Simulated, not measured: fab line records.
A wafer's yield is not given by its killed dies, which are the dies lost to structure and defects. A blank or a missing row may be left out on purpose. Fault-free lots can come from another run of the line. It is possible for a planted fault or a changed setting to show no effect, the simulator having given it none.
fab line records	flow nand-harc
[record] lots = 6	wafers = 18	last-day = 32
route steps=1302 shown A_CONTACT@1043 END@1302
lots with no fault: from the same line, run without faults
start-h: hours from the record's opening day to when the first of the lot's shown wafers began	wait-h: time in hours since the lot's previous step	" same as the row above	L1.1+2: a row that stands for several wafers	- either no value or no given start	* or withheld: withheld	< > ~ a bound
route shown NAME@n: a module of which the file shows steps, and the number in the route of the first	usual: the fault-free wafers' mean and standard deviation	same: alike in all rows	chamber/n: place in a boat	sites: each site's reading	_std_site: how widely they spread, as a standard deviation	_edge_site: mean of outer sites minus mean of inner sites	radius-mm: how far each site lies from the wafer's centre	mask NAME#n: copy n	behind: the last tool/chamber to shape the wafer	hold: reason for holding the lot/hours on hold/outcome of the hold	device: which transistor (n, p or np) failed to switch	end of line: tests run on the same wafers once the route is complete	a step given without rows: its recipe and nothing more	killed: dies that structure and defects cost at the first sort, which is not the same as the wafer's yield	map: dies across one wafer; x = killed, . = not, _ = none there
set.NAME: the setting the step ran with; set.NAME@STEP: the setting that earlier step ran with	model.NAME: the simulator's own value behind a step, which no gauge read
lots seen at some steps along the route; tables by step, rows by wafer
services: when a tool's chamber went out of use (start-h, in hours from the record's first day, below 0 if earlier), for how many hours, and the reason
[[steps]]
[step NHARC_A_CONTACT_ETCH_75]
[recipe] target-depth-a = 390	over-etch-frac = 0.3	time-s = 65	ion-energy-ev = 80	cf4-flow-sccm = 150	ar-flow-sccm = 0	rf-w = 300	bias-w = 100	chemistry = CF4
[step NHARC_A_CONTACT_ETCH_76]
[recipe] target-depth-a = 2600	over-etch-frac = 0.3	time-s = 475.3	ion-energy-ev = 200	n2-flow-sccm = 150	h2-flow-sccm = 150	ar-flow-sccm = 0	rf-w = 400	bias-w = 150	chemistry = N2/H2
[step NHARC_A_CONTACT_ETCH_77]
[recipe] target-depth-a = 1089	time-s = 54.5	cf4-flow-sccm = 100	chf3-flow-sccm = 30	ar-flow-sccm = 0	rf-w = 500	bias-w = 200	chemistry = CF4/CHF3
[step NHARC_A_CONTACT_ETCH_78]
[recipe] target-depth-a = 53000	over-etch-frac = 0.3	time-s = 1378	ion-energy-ev = 150	o2-flow-sccm = 400	cos-flow-sccm = 20	ar-flow-sccm = 0	rf-w = 500	bias-w = 300	chemistry = O2/COS
[step NHARC_A_CONTACT_ETCH_124]
[recipe] source-w = withheld	pressure-mtorr = 20	bias-v = withheld	time-s = 140	target-depth-a = 7000	ar-flow-sccm = withheld	c4f8-flow-sccm = withheld	o2-flow-sccm = withheld	chemistry = C4F8/O2/Ar
[step NHARC_A_CONTACT_ETCH_125]
[recipe] source-w = withheld	pressure-mtorr = 20	bias-v = 3000	time-s = 197	target-depth-a = 19180	ar-flow-sccm = withheld	c4f8-flow-sccm = withheld	o2-flow-sccm = withheld	chemistry = C4F8/O2/Ar
[step NHARC_A_CONTACT_ETCH_126]
[recipe] source-w = withheld	pressure-mtorr = 20	bias-v = 3000	time-s = 197	target-depth-a = 19180	ar-flow-sccm = withheld	c4f8-flow-sccm = withheld	o2-flow-sccm = withheld	chemistry = C4F8/O2/Ar
[step NHARC_A_CONTACT_ETCH_127]
[recipe] source-w = withheld	pressure-mtorr = 20	bias-v = 3000	time-s = 197	target-depth-a = 19180	ar-flow-sccm = withheld	c4f8-flow-sccm = withheld	o2-flow-sccm = withheld	chemistry = C4F8/O2/Ar
lot.wafer	tool	chamber	start-h	wait-h	rf-hours-counter-h
L587.2	har-cap-etch-03	0	501.80	0.1	43
L587.3	"	0	"	"	-
L587.4	"	1	"	"	-
L594.2	har-cap-etch-03	1	587.99	0.2	58
L594.1	"	0	"	"	58
L594.6	"	0	"	"	-
L595.2	har-cap-etch-03	0	596.09	0.2	60
L595.3	"	0	"	"	-
L595.5	"	1	"	"	-
L603.2	har-cap-etch-01	0	667.06	0.2	25
L603.6	"	1	"	"	-
L603.5	"	0	"	"	-
L600.1	har-cap-etch-03	0	671.47	0.1	73
L600.4	"	0	"	"	-
L600.6	"	0	"	"	-
L608.2	har-cap-etch-03	1	720.26	0.1	81
L608.3	"	0	"	"	-
L608.4	"	1	"	"	-
[step NHARC_A_CONTACT_ETCH_128]
[recipe] source-w = withheld	pressure-mtorr = 20	bias-v = 3000	time-s = 197	target-depth-a = 19180	ar-flow-sccm = withheld	c4f8-flow-sccm = withheld	o2-flow-sccm = withheld	chemistry = C4F8/O2/Ar
[step NHARC_A_CONTACT_ETCH_129]
[recipe] source-w = withheld	pressure-mtorr = 20	bias-v = 3000	time-s = 197	target-depth-a = 19180	ar-flow-sccm = withheld	c4f8-flow-sccm = withheld	o2-flow-sccm = withheld	chemistry = C4F8/O2/Ar
[step NHARC_A_CONTACT_ETCH_130]
[recipe] source-w = withheld	pressure-mtorr = 20	bias-v = 3000	time-s = 197	target-depth-a = 19180	ar-flow-sccm = withheld	c4f8-flow-sccm = withheld	o2-flow-sccm = withheld	chemistry = C4F8/O2/Ar
[step NHARC_A_CONTACT_ETCH_131]
[recipe] source-w = withheld	pressure-mtorr = 20	bias-v = 3000	time-s = 197	target-depth-a = 19180	ar-flow-sccm = withheld	c4f8-flow-sccm = withheld	o2-flow-sccm = withheld	chemistry = C4F8/O2/Ar
lot.wafer	tool	chamber	start-h	wait-h	rf-hours-counter-h
L587.2	har-cap-etch-03	0	502.51	0.1	44
L587.3	"	0	"	"	-
L587.4	"	1	"	"	-
L594.2	har-cap-etch-03	1	588.93	0.2	58
L594.1	"	0	"	"	58
L594.6	"	0	"	"	-
L595.2	har-cap-etch-03	0	597.03	0.2	60
L595.3	"	0	"	"	-
L595.5	"	1	"	"	-
L603.2	har-cap-etch-01	0	668.01	0.2	25
L603.6	"	1	"	"	-
L603.5	"	0	"	"	-
L600.1	har-cap-etch-03	0	672.18	0.1	74
L600.4	"	0	"	"	-
L600.6	"	0	"	"	-
L608.2	har-cap-etch-03	1	720.96	0.1	82
L608.3	"	0	"	"	-
L608.4	"	1	"	"	-
[step NHARC_A_CONTACT_ETCH_132]
[recipe] source-w = withheld	pressure-mtorr = 20	bias-v = 3000	time-s = 197	target-depth-a = 19240	ar-flow-sccm = withheld	c4f8-flow-sccm = withheld	o2-flow-sccm = withheld	chemistry = C4F8/O2/Ar
lot.wafer	tool	chamber	start-h	wait-h	rf-hours-counter-h
L587.2	har-cap-etch-03	0	502.69	0.1	44
L587.3	"	0	"	"	-
L587.4	"	1	"	"	-
L594.2	har-cap-etch-03	1	589.17	0.2	59
L594.1	"	0	"	"	59
L594.6	"	0	"	"	-
L595.2	har-cap-etch-03	0	597.27	0.2	60
L595.3	"	0	"	"	-
L595.5	"	1	"	"	-
L603.2	har-cap-etch-01	0	668.24	0.2	26
L603.6	"	1	"	"	-
L603.5	"	0	"	"	-
L600.1	har-cap-etch-03	0	672.35	0.1	74
L600.4	"	0	"	"	-
L600.6	"	0	"	"	-
L608.2	har-cap-etch-03	1	721.14	0.1	82
L608.3	"	0	"	"	-
L608.4	"	1	"	"	-
[step NHARC_A_CONTACT_ETCH_133]
[recipe] source-w = withheld	pressure-mtorr = 20	bias-v = 400	time-s = 374	target-depth-a = 16100	ar-flow-sccm = withheld	c4f8-flow-sccm = 11.5	o2-flow-sccm = 7.2	chemistry = C4F8/O2/Ar
lot.wafer	tool	chamber	start-h	wait-h	rf-hours-counter-h
L587.2	har-cap-etch-03	0	502.86	0.1	44
L587.3	"	0	"	"	-
L587.4	"	1	"	"	-
L594.2	har-cap-etch-03	1	589.41	0.2	59
L594.1	"	0	"	"	59
L594.6	"	0	"	"	-
L595.2	har-cap-etch-03	0	597.50	0.2	61
L595.3	"	0	"	"	-
L595.5	"	1	"	"	-
L603.2	har-cap-etch-01	0	668.54	0.3	26
L603.6	"	1	"	"	-
L603.5	"	0	"	"	-
L600.1	har-cap-etch-03	0	672.53	0.1	74
L600.4	"	0	"	"	-
L600.6	"	0	"	"	-
L608.2	har-cap-etch-03	1	721.36	0.2	82
L608.3	"	0	"	"	-
L608.4	"	1	"	"	-
[step NHARC_A_CONTACT_ETCH_91]
[recipe] target-depth-a = 400	over-etch-frac = 0.5	time-s = 85.7	ion-energy-ev = 120	ch3f-flow-sccm = 50	o2-flow-sccm = 30	ar-flow-sccm = 200	rf-w = 500	bias-w = 100	chemistry = CH3F/O2
[step NHARC_A_CONTACT_ETCH_97]
[recipe] target-depth-a = 200	over-etch-frac = 0.5	time-s = 10	ion-energy-ev = 250	c4f6-flow-sccm = 25	o2-flow-sccm = 20	ar-flow-sccm = 500	rf-w = 600	bias-w = 500	chemistry = C4F6/O2
[usual] drypump-motor-current-A = 5.7/0.58	oes-product-au = 0.960/0.02	rf-vpp-V = 546/4.2	showerhead-plenum-p-Torr = 3.88/0.2	throttle-valve-pct = 26.903/0.0091
lot.wafer	tool	chamber	start-h	wait-h	drypump-motor-current-A	oes-product-au	rf-hours-counter-h	rf-vpp-V	showerhead-plenum-p-Torr	throttle-valve-pct
L587.2	rie-diel-05	0	-	-	6.7	0.960	26	542	3.69	26.895
L587.4	"	1	"	"	5.3	0.935	24	542	3.75	26.886
L587.3	"	2	"	"	6.2	0.941	28	548	3.97	26.903
L594.1	rie-diel-01	1	-	-	5.0	0.950	7	552	4.20	26.906
L594.2	"	0	"	"	6.0	0.954	6	543	3.72	26.914
L594.6	"	1	"	"	5.0	0.943	-	553	4.20	26.883
L595.3	rie-diel-01	3	-	-	6.3	0.953	8	543	3.75	26.916
L595.2	"	1	"	"	5.0	0.964	8	552	4.20	26.896
L595.5	"	3	"	"	6.3	0.944	-	544	3.75	26.906
L603.2	rie-diel-05	1	-	-	5.4	0.931	24	543	3.72	26.913
L603.5	"	2	"	"	6.2	0.955	-	549	3.93	26.894
L603.6	"	3	"	"	5.8	0.949	-	542	3.67	26.900
L600.4	rie-diel-01	1	-	-	5.0	0.977	19	553	4.20	26.910
L600.1	"	2	"	"	5.0	0.961	18	548	3.93	26.893
L600.6	"	1	"	"	4.9	0.966	-	554	4.20	26.900
L608.2	rie-diel-01	1	722.24	0.1	5.0	0.964	27	553	4.19	26.888
L608.3	"	3	"	"	6.3	0.963	27	542	3.74	26.904
L608.4	"	0	"	"	6.0	0.962	-	543	3.71	26.898
[step NHARC_A_CONTACT_CD_MEAS_80]
[usual] cd-nm = 289.4/0.69
lot.wafer	tool	chamber	start-h	wait-h	cd-nm
L587.2	cd-sem-01	-	503.88	-	288.8
L587.3	"	-	"	"	288.7
L587.4	"	-	"	"	289.0
L594.1	cd-sem-03	-	590.55	-	289.2
L594.2	"	-	"	"	289.2
L594.6	"	-	"	"	289.3
L595.2	cd-sem-02	-	598.65	-	289.0
L595.3	"	-	"	"	289.2
L595.5	"	-	"	"	288.6
L603.2	cd-sem-02	-	669.59	-	289.3
L603.5	"	-	"	"	290.3
L603.6	"	-	"	"	289.8
L600.1	cd-sem-02	-	673.54	-	289.1
L600.4	"	-	"	"	289.0
L600.6	"	-	"	"	289.2
L608.2	cd-sem-03	-	722.32	-	288.4
L608.3	"	-	"	"	288.8
L608.4	"	-	"	"	288.9
[step NHARC_A_CONTACT_STRIP_103]
[recipe] n2-flow-sccm = 150	h2-flow-sccm = 150	ar-flow-sccm = 0	bias-w = 0	chemistry = N2/H2
[step NHARC_A_CONTACT_STRIP_104]
[recipe] cf4-flow-sccm = 100	chf3-flow-sccm = 30	ar-flow-sccm = 0	bias-w = 0	chemistry = CF4/CHF3
[step NHARC_A_CONTACT_STRIP_105]
[recipe] o2-flow-sccm = 400	cos-flow-sccm = 20	ar-flow-sccm = 0	bias-w = 0	chemistry = O2/COS
[step NHARC_A_CONTACT_ETCH_106]
[recipe] target-depth-a = 900	overetch-a = 90	time-s = 49.5	ion-energy-ev = 100	cf4-flow-sccm = 80	o2-flow-sccm = 20	ar-flow-sccm = 0	rf-w = 300	bias-w = 100	chemistry = CF4/O2
[usual] drypump-motor-current-A = 5.8/0.56	oes-product-au = 1.005/0.009	rf-vpp-V = 197.3/1.7	showerhead-plenum-p-Torr = 1.31/0.071	throttle-valve-pct = 13.396/0.0083
lot.wafer	tool	chamber	start-h	wait-h	drypump-motor-current-A	oes-product-au	rf-hours-counter-h	rf-vpp-V	showerhead-plenum-p-Torr	throttle-valve-pct
L587.3	rie-diel-05	1	504.17	0.1	5.3	0.980	24	196.0	1.27	13.394
L587.2	"	3	"	"	5.7	0.992	28	196.2	1.25	13.412
L587.4	"	0	"	"	6.7	1.009	26	194.9	1.25	13.393
L594.2	rie-diel-01	1	591.33	0.5	5.0	1.016	7	200.9	1.44	13.387
L594.1	"	2	"	"	5.0	0.999	6	198.0	1.34	13.390
L594.6	"	0	"	"	6.0	1.008	-	196.6	1.26	13.392
L595.2	rie-diel-05	0	598.94	0.1	6.7	0.990	1	197.1	1.25	13.389
L595.3	"	1	"	"	5.3	0.998	1	196.6	1.27	13.391
L595.5	"	3	"	"	5.7	0.998	-	194.0	1.25	13.396
L603.2	rie-diel-05	3	669.90	0.1	5.7	0.999	27	196.2	1.24	13.397
L603.6	"	2	"	"	6.2	1.009	-	197.0	1.34	13.411
L603.5	"	3	"	"	5.7	1.010	-	195.9	1.24	13.388
L600.4	rie-diel-05	2	673.83	0.1	6.2	1.004	29	195.7	1.34	13.394
L600.1	"	0	"	"	6.7	0.998	19	196.1	1.24	13.417
L600.6	"	3	"	"	5.8	1.001	-	195.6	1.24	13.389
L608.2	rie-diel-01	1	722.64	0.1	5.0	1.019	27	198.4	1.43	13.416
L608.3	"	3	"	"	6.3	1.010	27	196.1	1.27	13.398
L608.4	"	3	"	"	6.3	1.018	-	198.0	1.27	13.398
[step NHARC_A_CONTACT_STRIP_82]
[recipe] o2-flow-sccm = 500	ar-flow-sccm = 0	bias-w = 0	chemistry = O2
[step NHARC_A_CONTACT_STRIP_83]
[recipe] time-s = 600	temp-c = 30	chemistry = post-etch-residue-remover
[step NHARC_A_CONTACT_DEP_84]
[recipe] target-thk-a = 28000	temp-c = 400	material = aC
[step NHARC_A_CONTACT_DEP_85]
[recipe] target-thk-a = 600	target-thk-nm = 60	temp-c = 400	pressure-torr = 3.5	flow-sccm = 200	rf-w = 350	material = SiON
[step NHARC_A_CONTACT_DEHYDRATE_00]
[recipe] temp-c = 150	time-s = 120
[step NHARC_A_CONTACT_HMDS_01]
[recipe] time-s = 30
[step NHARC_A_CONTACT_COAT_86]
[recipe] temp-c = 260	time-s = 75
[step NHARC_A_CONTACT_COAT_87]
[recipe] temp-c = 225	time-s = 65
[step NHARC_A_CONTACT_COAT_02]
[recipe] spin-rpm = 1500	resist-thk-nm = 90
[step NHARC_A_CONTACT_SOFTBAKE_03]
[recipe] temp-c = 105	time-s = 55
[step NHARC_A_CONTACT_EBR_04]
[step NHARC_A_CONTACT_EXPOSE_05]
[recipe] na = 1.35	sigma-outer = 0.8	dose-mj = 84.24	mask-id = A_CC
[step NHARC_A_CONTACT_PEB_06]
[recipe] peb-temp-c = 100	peb-time-s = 65
[step NHARC_A_CONTACT_DEVELOP_07]
[recipe] develop-time-s = 35	dev-temp-c = 23
[step NHARC_A_CONTACT_CD_MEAS_08]
[recipe] target-cd-nm = 200	landing-energy-ev = 500
[usual] cd-nm = 199.8/0.5
lot.wafer	tool	chamber	start-h	wait-h	cd-nm
L587.2	cd-sem-03	0	508.00	-	199.5
L587.3	"	0	"	"	199.6
L587.4	"	0	"	"	200.0
L594.1	cd-sem-02	0	594.31	-	199.6
L594.2	"	0	"	"	199.7
L594.6	"	0	"	"	200.0
L595.2	cd-sem-02	0	602.58	-	200.4
L595.3	"	0	"	"	199.5
L595.5	"	0	"	"	199.4
L603.2	cd-sem-02	0	675.33	-	200.5
L603.5	"	0	"	"	199.9
L603.6	"	0	"	"	199.9
L600.1	cd-sem-02	0	681.12	-	199.4
L600.4	"	0	"	"	200.1
L600.6	"	0	"	"	200.0
L608.2	cd-sem-02	0	726.83	-	199.5
L608.3	"	0	"	"	200.8
L608.4	"	0	"	"	200.0
[step NHARC_A_CONTACT_OVL_MEAS_09]
[usual] overlay-x-nm = -0.1/0.93	overlay-y-nm = 0.2/0.73
lot.wafer	tool	chamber	start-h	wait-h	overlay-x-nm	overlay-y-nm
L587.2	overlay-02	-	508.08	-	-0.3	-1.2
L587.3	"	-	"	"	0.1	-0.7
L587.4	"	-	"	"	0.1	-1.1
L594.1	overlay-02	-	594.40	-	-0.6	1.1
L594.2	"	-	"	"	-1.3	1.4
L594.6	"	-	"	"	-0.7	1.2
L595.2	overlay-01	-	602.66	-	1.1	-0.2
L595.3	"	-	"	"	1.1	-0.4
L595.5	"	-	"	"	1.3	0.0
L603.2	overlay-02	-	675.42	-	0.6	0.4
L603.5	"	-	"	"	0.3	0.5
L603.6	"	-	"	"	1.0	0.5
L600.1	overlay-01	-	681.21	-	-0.9	0.8
L600.4	"	-	"	"	-1.3	0.5
L600.6	"	-	"	"	-1.5	0.5
L608.2	overlay-01	-	726.92	-	-0.1	-0.6
L608.3	"	-	"	"	-0.5	0.5
L608.4	"	-	"	"	0.2	-0.1
[step NHARC_A_CONTACT_DESCUM_13]
[recipe] time-s = 3	o2-flow-sccm = 200	ar-flow-sccm = 0	bias-power-w = 0	chemistry = O2
[step NHARC_A_CONTACT_ETCH_88]
[recipe] target-depth-a = 390	over-etch-frac = 0.3	time-s = 65	ion-energy-ev = 80	cf4-flow-sccm = 150	ar-flow-sccm = 0	rf-w = 300	bias-w = 100	chemistry = CF4
[step NHARC_A_CONTACT_ETCH_89]
[recipe] target-depth-a = 2600	over-etch-frac = 0.3	time-s = 475.3	ion-energy-ev = 200	n2-flow-sccm = 150	h2-flow-sccm = 150	ar-flow-sccm = 0	rf-w = 400	bias-w = 150	chemistry = N2/H2
[step NHARC_A_CONTACT_ETCH_30]
[recipe] target-depth-a = 726	time-s = 36.3	cf4-flow-sccm = 100	chf3-flow-sccm = 30	ar-flow-sccm = 0	rf-w = 500	bias-w = 200	chemistry = CF4/CHF3
[step NHARC_END_SORT_01]
[recipe] temp-c = 25
[usual] killed-at-array = 62/15	killed-at-other = 0.8/1	killed-at-periphery = 3.7/2.6	killed-dies = 66/15	killed-open = 3.1/1.8	killed-short = 2.6/1.7
[same] gross-dies = 677
lot.wafer	tool	chamber	start-h	wait-h	killed-at-array	killed-at-other	killed-at-periphery	killed-dies	killed-open	killed-short
L594.1	prober-01	0	646.00	2.5	106	0	10	116	2	0
L594.2	prober-01	0	646.80	2.8	144	0	10	154	2	3
L594.6	prober-01	0	649.99	4.0	88	2	14	104	1	3
L595.2	prober-01	0	656.05	2.8	100	0	3	103	3	0
L595.3	prober-01	0	656.85	3.1	89	0	2	91	4	0
L595.5	prober-01	0	658.44	3.7	151	0	2	153	3	3
L600.1	prober-01	0	732.65	2.5	64	1	3	68	0	2
L600.4	prober-01	0	735.03	3.4	58	0	6	64	2	2
L600.6	prober-01	0	736.63	4.0	55	1	2	58	1	0
// killed by level:class
L594.1 A_CHANNEL_HOLE_D1:chamber-film-flake=40 A_CONTACT:unspecified=36 A_CHANNEL_HOLE_D2:chamber-film-flake=16 P_GATE:chamber-film-flake=8 A_CONTACT:chamber-film-flake=8 A_ZERO_WELL:chamber-film-flake=2 A_SLIT:chamber-film-flake=2 A_ONON_D2:geometric-particle:open=1
L594.2 A_CONTACT:unspecified=94 A_CHANNEL_HOLE_D1:chamber-film-flake=24 A_CHANNEL_HOLE_D2:chamber-film-flake=12 A_CONTACT:chamber-film-flake=8 P_GATE:chamber-film-flake=5 P_M1:geometric-particle:short=2 P_M1:chamber-film-flake=2 A_ONON_D2:geometric-particle:open=1
L594.6 A_CONTACT:unspecified=36 A_CHANNEL_HOLE_D1:chamber-film-flake=25 A_CHANNEL_HOLE_D2:chamber-film-flake=13 P_GATE:chamber-film-flake=7 A_CONTACT:chamber-film-flake=5 A_SLIT:chamber-film-flake=4 P_STI:chamber-film-flake=3 A_DECK1_JOINT:geometric-particle:short=2
L595.2 A_CHANNEL_HOLE_D1:chamber-film-flake=35 A_CONTACT:unspecified=34 A_CHANNEL_HOLE_D2:chamber-film-flake=15 A_CONTACT:chamber-film-flake=9 P_M0:chamber-film-flake=2 A_M0:chamber-film-flake=2 P_CONTACT:geometric-particle:open=1 A_CHANNEL_FILL_D1:geometric-particle:open=1
L595.3 A_CONTACT:unspecified=34 A_CHANNEL_HOLE_D1:chamber-film-flake=29 A_CHANNEL_HOLE_D2:chamber-film-flake=12 A_CONTACT:chamber-film-flake=7 A_STAIRCASE:chamber-film-flake=2 P_M0:geometric-particle:open=1 A_CHANNEL_HOLE_D1:geometric-particle:open=1 A_ONON_D2:geometric-particle:open=1
L595.5 A_CONTACT:unspecified=94 A_CHANNEL_HOLE_D1:chamber-film-flake=35 A_CHANNEL_HOLE_D2:chamber-film-flake=9 A_CONTACT:chamber-film-flake=6 A_M0:chamber-film-flake=2 P_M0:geometric-particle:open=1 A_CHANNEL_FILL_D1:geometric-particle:short=1 A_DECK1_JOINT:geometric-particle:open=1
L600.1 A_SLIT:chamber-film-flake=20 A_CHANNEL_HOLE_D2:chamber-film-flake=16 A_CHANNEL_HOLE_D1:chamber-film-flake=10 A_STAIRCASE:chamber-film-flake=7 A_CONTACT:chamber-film-flake=5 P_BONDPAD:chamber-film-flake=2 A_CHANNEL_FILL_D2:chamber-film-flake=2 A_CHANNEL_FILL_D2:geometric-particle:short=1
L600.4 A_SLIT:chamber-film-flake=23 A_CHANNEL_HOLE_D2:chamber-film-flake=19 A_CHANNEL_HOLE_D1:chamber-film-flake=7 P_BONDPAD:chamber-film-flake=4 A_CONTACT:chamber-film-flake=4 A_STAIRCASE:chamber-film-flake=2 P_GATE:geometric-particle:short=1 P_GATE:geometric-particle:open=1
L600.6 A_SLIT:chamber-film-flake=25 A_CHANNEL_HOLE_D2:chamber-film-flake=16 A_CHANNEL_HOLE_D1:chamber-film-flake=7 A_CONTACT:chamber-film-flake=5 P_GATE:geometric-particle:open=1 P_BONDPAD:chamber-film-flake=1 A_DECK1_JOINT:chamber-film-flake=1 A_STAIRCASE:chamber-film-flake=1
// map L594.2 (x killed, . not)
____________.____________
_________......._________
_______..........._______
______.x...........______
_____..........x...x_____
____.........x.x.....____
____.......xxxxxxx...____
___........xxxxx......___
___.......xxxxxxx.....___
__.x......xxxxxxxxx....__
__.x......xxxxxxxxx....__
_.xx..x...xxxxxxxxx....._
_xx......x.xxxxxxxx....._
_xxx......xxxxxxxx......_
_x...x....xxxxxxxx......_
_.xxx.....xxxxxxxx...xx._
.xxxx......xxxxxxxx......
.xxxx......xxxxxxx.x.xx.x
xxx............xxx.xxx..x
.x............xx...x...x.
..x.............x..x.....
_......................._
_...............x......._
_......................._
_x.................x...._
_............x.........._
__........x............__
__x....................__
___...................___
___x..................___
____.................____
____.................____
_____......x........_____
______.............______
_______..........._______
_________......._________
____________.____________
// map L595.5 (x killed, . not)
____________.____________
_________..x...._________
_______..........._______
______.............______
_____..............._____
____........xxx.x....____
____x.x....xxxxx.....____
___...x....x.xxxx.....___
___x..x.x.x.xxxxxx....___
__...x....xxxxxxxx.....__
__.x....xx.xxxxxxx.....__
_x..xxxx..xxxxxxxxx....._
_...xxxxxx.xxxxxxxxx...._
_..x.xxxx.xxxxxxxxx....._
_.x.xxx...xxxxxxxx......_
_.xxxxx.x.xxxxxxx......._
....xxxx...xxxxx.x.......
...........x.xxxx........
...........xx...x........
......x........x.........
x..xx....................
_......................._
_......................._
_..................x...._
_.....x.........x......._
_......................._
__.................x...__
__.....................__
___...x.........x.x...___
___............xxx....___
____.............x...____
____......x....x..xx.____
_____..............._____
______.............______
_______..........._______
_________......._________
____________.____________
[[services]]
tool	chamber	start-h	hours	kind
rie-diel-01	0	487.89	-	clean
rie-diel-01	1	487.89	-	clean
rie-diel-01	2	487.89	-	clean
rie-diel-01	3	487.89	-	clean
rie-diel-05	0	489.41	-	clean
rie-diel-05	1	489.41	-	clean
rie-diel-05	2	489.41	-	clean
rie-diel-05	3	489.41	-	clean
har-cap-etch-01	-	497.60	17.0	pm
rie-diel-01	0	512.39	-	clean
rie-diel-01	1	512.39	-	clean
rie-diel-01	2	512.39	-	clean
rie-diel-01	3	512.39	-	clean
rie-diel-05	0	513.91	-	clean
rie-diel-05	1	513.91	-	clean
rie-diel-05	2	513.91	-	clean
rie-diel-05	3	513.91	-	clean
rie-diel-01	0	536.89	-	clean
rie-diel-01	1	536.89	-	clean
rie-diel-01	2	536.89	-	clean
rie-diel-01	3	536.89	-	clean
rie-diel-01	-	557.82	9.0	pm
rie-diel-05	-	583.66	9.0	pm
rie-diel-05	0	624.22	17.4	repair
[[key]]
[first-sign] step = NHARC_END_SORT_01	reading = killed-dies	direction = up	sigmas = 3.5	usual = 66	struck = 120
[effect] step = NHARC_END_SORT_01	reading = killed-at-array	direction = up	sigmas = 3.4	usual = 62	struck = 113
[more-kills-born-at] NHARC_A_CONTACT_ETCH_132@har-cap-etch-03 = 327
met-at NHARC_A_CONTACT_ETCH_132
struck-wafers L594.1,L594.2,L594.6,L595.2,L595.3,L595.5
tester-left-out L594,L595
onset-between 502.69 589.17
[fault] kind = chamber-particle-source	tool = har-cap-etch-03	chamber = -	onset-h = 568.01	steps = NHARC_A_CONTACT_ETCH_132	rate-per-visit-cm2 = 1.0745	end-h = 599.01
// tester-left-out: of these lots the tester's yield and bins aren't shown, on N5 and GAA mostly nor the transistor test; their killed dies are dies lost to structure and defects alone, not to doping, threshold or leakage, so they don't give the yield
